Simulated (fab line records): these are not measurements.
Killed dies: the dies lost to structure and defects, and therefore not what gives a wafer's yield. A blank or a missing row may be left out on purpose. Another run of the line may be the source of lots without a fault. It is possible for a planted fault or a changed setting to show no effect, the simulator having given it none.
Struck lot and sound lot, side by side :: flow n5Finfet :: 41 out of 1938 route steps
Sound: these wafers, L580.1, L580.2, L580.4. Struck: wafer L565.6 (L565.2, L565.4, from the same lot, were not struck and are left out); the cause is given at the end.
Order at every step that has rows: each side's tool, ch and its chambers, its first start. Under that, the readings that differ: sound wafers :: struck wafers :: difference of the means :: sigmas: that difference in standard deviations of wafers without a fault.
alike: words and numbers the same on both sides, and readings whose means are apart by under 2 such deviations; not compared: readings that were withheld, readings missing a value for some wafer, numbers with overlapping values and no deviation given by the record, and bounds like >300 which may hide the same value.
A row with sigmas, a row that says differs or no value, or rows on one side alone: a step with any of these is where the two part. Non-overlapping numbers with no deviation appear without sigmas and do not part them. A reading that every wafer of one side lacks parts them only if that side has two wafers or more.

first, 10 steps without rows for these wafers: N5_FIN_SAQP_PRECLEAN_42 (cleans in O3/DIW, time 60 s); N5_FIN_SAQP_PRECLEAN_00 (cleans in SC1, time 60 s); N5_FIN_SAQP_PRECLEAN_44 (cleans in SC2, time 45 s); N5_FIN_SAQP_SRD_01 (time 30 s); N5_FIN_SAQP_ALD_61 (deposits SiO2, target thk 4 nm, pulse time 1 s, purge time 2 s); N5_FIN_SAQP_DENSIFY_62 (time 60 s); N5_FIN_SAQP_HM_DEP_03 (deposits SiNx from SiH4/NH3/N2, target thk 38 nm, time 33.6 s); N5_FIN_SAQP_PECVD_47 (deposits a-Si from SiH4/He, target thk 45 nm, time 36.3 s); N5_FIN_SAQP_PECVD_48 (deposits SiNx from SiH4/NH3/N2, target thk 25 nm, time 22.1 s); N5_FIN_SAQP_PECVD_06 (deposits a-Si from SiH4/He, target thk 60 nm, time 48.1 s).
N5_FIN_SAQP_HM_DEP_72: deposits SiO2 from SiH4/N2O, target thk 12 nm, time 7.2 s.
  sound on pecvd-02 ch 0,1, day 6 09:01; struck on pecvd-03 ch 0, day 2 15:07
reading: rfFwdPowerW (W)
sound: 272.6 270.7 271.4
struck: 274.4
difference: +2.8
sigmas: +3
  alike: chamberPressureTorr, heaterPowerW, showerheadPlenumPTorr
then, 8 steps without rows for these wafers: N5_FIN_SAQP_COAT_49 (time 60 s, resist thk 100 nm); N5_FIN_SAQP_COAT_50 (time 60 s, resist thk 35 nm); N5_FIN_SAQP_COAT_10 (resist thk 90 nm); N5_FIN_SAQP_EBR_12; N5_FIN_SAQP_SOFTBAKE_11 (time 60 s); N5_FIN_SAQP_EXPOSE_13 (exposes mask FIN CORE, target cd 35.6 nm); N5_FIN_SAQP_PEB_14 (peb time 60 s); N5_FIN_SAQP_DEVELOP_15 (develop time 30 s).
N5_FIN_SAQP_INSPECT_18: inspects for defects (brightfield).
  sound on defectInspect-01, day 6 09:24; struck on defectInspect-02, day 2 15:38
reading: rawDefectCount
sound: 363 292 464
struck: 1173
difference: +800
sigmas: +8
then, 17 steps without rows for these wafers: N5_FIN_SAQP_DESCUM_21 (chemistry O2, time 7.9 s); N5_FIN_SAQP_ETCH_51 (etches SiARC in CF4, target depth 45.5 nm, time 75.8 s); N5_FIN_SAQP_ETCH_52 (etches SOC in N2/H2, target depth 100 nm, overetch 20 nm, time 150 s); N5_FIN_SAQP_STRIP_53 (strips in N2/H2); N5_FIN_SAQP_HM_OPEN_73 (chemistry CHF3/O2, target SiO2, stops on a-Si, target depth 12 nm, time 16.8 s); N5_FIN_SAQP_STRIP_74 (strips in CHF3/O2); N5_FIN_SAQP_MANDREL_ETCH_22 (etches a-Si in HBr/Cl2, stops on SiNx, target depth 60 nm, bt time 10 s, time 30 s); N5_FIN_SAQP_STRIP_55 (strips in N2/H2); N5_FIN_SAQP_STRIP_23 (strips in SPM, time 750 s); N5_FIN_SAQP_SRD_66 (time 30 s); N5_FIN_SAQP_RECESS_75 (chemistry HF/NH3, target SiO2, target depth 14.4 nm, afs cycles 3, sublimation time 60 s); N5_FIN_SAQP_SPACER1_ALD_24 (deposits SiO2, target thk 20.3 nm, pulse time 1 s, purge time 2 s); N5_FIN_SAQP_SPACER1_ETCHBACK_25 (etches SiO2 in CHF3/O2, target depth 24.4 nm, time 12.2 s); N5_FIN_SAQP_MANDREL1_REMOVE_56 (chemistry HBr/Cl2/O2, target a-Si, stops on SiNx, bt time 10 s); N5_FIN_SAQP_ETCH_57 (etches SiNx in CH3F/O2, target depth 32.5 nm, time 46.4 s); N5_FIN_SAQP_ETCH_65 (etches SiO2 in CF4, target depth 4 nm, time 4.4 s); N5_FIN_SAQP_MANDREL_ETCH_58 (etches a-Si in HBr/Cl2, stops on SiNx, target depth 45 nm, bt time 10 s, time 27 s).
N5_FIN_SAQP_INSPECT_40: inspects for defects (brightfield).
  sound on defectInspect-01, day 6 14:37; struck on defectInspect-02, day 2 20:40
reading: rawDefectCount
sound: 245 160 199
struck: 1008
difference: +807
sigmas: +14
N5_FIN_CUT_INSPECT_10: inspects for defects (brightfield).
  sound on defectInspect-02, day 6 15:08; struck on defectInspect-01, day 2 21:03
reading: rawDefectCount
sound: 41 26 49
struck: 870
difference: +831
sigmas: +76
-- record jumps: 6 days separate the struck wafers' starts on either side; left off in module FIN_CUT, taken up again in module BEOL_M4, whose first shown step is the route's number 1111 --
N5_BEOL_M4_RC_MEAS_101:
  sound on prober-02 ch 0, day 13 05:50; struck on prober-02 ch 0, day 9 05:07
reading: DIBL_N (mV/V)
sound: 31.6 31.5 32.0
struck: 34.7
difference: +3.0
sigmas: +2

reading: DIBL_P (mV/V)
sound: 32.1 31.7 32.4
struck: 36.2
difference: +4.1
sigmas: +2

reading: VT_N (mV)
sound: 254.1 254.8 253.6
struck: 248.4
difference: -5.8
sigmas: -2
  alike: IOFF_N, IOFF_P, ION_N, ION_P, SS_N, SS_P, VT_P
-- record jumps: 5 days separate the struck wafers' starts on either side; left off in module BEOL_M4, taken up again in module PASSIVATION, whose first shown step is the route's number 1936 --
N5_PASSIVATION_PROBE_49:
  sound on prober-02, day 17 18:13; struck on prober-02, day 14 05:12
reading: defectLimitedYield (%)
sound: 91.5 90.2 89.7
struck: 81.9
difference: -8.6
sigmas: -6

reading: killed_at_M0_to_M3
sound: 38 31 37
struck: 12
difference: -23
sigmas: -2

reading: killedAtFrontEnd
sound: 33 49 54
struck: 178
difference: +133
sigmas: +12

reading: killedDies
sound: 100 116 121
struck: 214
difference: +102
sigmas: +6

reading: killedOpen
sound: 68 76 81
struck: 49
difference: -26
sigmas: -2

reading: sort_bin_5_function (%)
sound: 4.4 5.5 5.3
struck: 11.5
difference: +6.4
sigmas: +7

reading: sortNPass
sound: 1080 1064 1059
struck: 966
difference: -102
sigmas: -6

reading: sortYieldPct (%)
sound: 91.5 90.2 89.7
struck: 81.9
difference: -8.6
sigmas: -6
  alike: killed_at_M4_up, killedAtContacts, killedAtOther, killedOnRim, killedShort, sort_bin_6_memory

WHERE THEY PART
Earliest at N5_FIN_SAQP_HM_DEP_72; latest, in this record, at N5_PASSIVATION_PROBE_49.

WHY: what the simulator had put in
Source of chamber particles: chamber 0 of pecvd-03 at N5_FIN_SAQP_HM_DEP_72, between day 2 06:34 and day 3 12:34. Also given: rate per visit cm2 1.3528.
